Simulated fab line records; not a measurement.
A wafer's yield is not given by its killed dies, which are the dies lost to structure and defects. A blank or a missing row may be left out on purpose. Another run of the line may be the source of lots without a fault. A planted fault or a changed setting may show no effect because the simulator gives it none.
One fault through the eyes of 2 desks ; flow nand-harc ; each desk holds nothing but its own numbers, with what lay behind them at the end

== DESK OF THE TOOL OWNER: rie-diel-02 ==
The tool's own readings at NHARC_A_CHANNEL_HOLE_D2_ETCH_34 (etches the open film in CF4/CHF3, target depth 154 nm, time 77 s): means of the sampled wafers that have a number, for each lot that ran on this tool. Any lot whose mean is over 4 standard deviations away from the usual mean is out of limits and marked OUT; that distance is given in the brackets.
Columns: A = bias-w at NHARC_A_CHANNEL_HOLE_D2_ETCH_34, usual 200.1 W; B = cf4-flow-sccm at NHARC_A_CHANNEL_HOLE_D2_ETCH_34, usual 100.03 sccm; C = drypump-motor-current-A at NHARC_A_CHANNEL_HOLE_D2_ETCH_34, usual 5.9 A; D = oes-product-au at NHARC_A_CHANNEL_HOLE_D2_ETCH_34, usual 0.960 a.u.; E = rf-vpp-V at NHARC_A_CHANNEL_HOLE_D2_ETCH_34, usual 370.1 V; F = showerhead-plenum-p-Torr at NHARC_A_CHANNEL_HOLE_D2_ETCH_34, usual 1.56 Torr; G = throttle-valve-pct at NHARC_A_CHANNEL_HOLE_D2_ETCH_34, usual 16.802 %
lot;first seen here;A;B;C;D;E;F;G
L593;day 14 21:11;200.0;100.18;5.7;0.954;368.9;1.52;16.803
L608;day 22 01:18;199.8;99.98;5.7;0.943;368.5;1.52;16.804
L610;day 22 16:00;200.2;100.32;6.0;0.976;367.5;1.50;16.803
Finding of this desk: none of the 3 lots has anything out of limits.

== THE METROLOGY DESK ==
What the gauges read for every lot (on any tool): the sampled wafers with a number, averaged. Any lot whose mean is over 4 standard deviations away from the usual mean is out of limits and marked OUT; that distance is given in the brackets.
Columns: A = thk-nm at NHARC_A_ONON_D2_THK_MEAS_27, usual 1002 nm; B = cd-nm at NHARC_A_CHANNEL_HOLE_D2_CD_MEAS_18, usual 99.3 nm
lot;first seen here;A;B
L592;day 14 11:22;1004;98.1
L593;day 14 16:46;1002;100.0
L594;day 15 08:41;979;100.6
L595;day 15 19:19;1019;99.6
L602;day 19 02:21;997;101.0
L603;day 19 02:22;1000;98.6
L604;day 19 11:38;1006;97.8
L605;day 19 21:52;1005;97.2
L608;day 21 19:28;997;98.6
L611;day 22 09:55;1014;100.1
L609;day 22 09:55;997;100.4
L610;day 22 09:57;1012;97.9
Finding of this desk: none of the 12 lots has anything out of limits.

== BROUGHT TOGETHER ==
The desk of the tool owner found nothing out of limits.
At the metrology desk, nothing out of limits was observed.

== WHAT HAD BEEN PUT IN BY THE SIMULATOR ==
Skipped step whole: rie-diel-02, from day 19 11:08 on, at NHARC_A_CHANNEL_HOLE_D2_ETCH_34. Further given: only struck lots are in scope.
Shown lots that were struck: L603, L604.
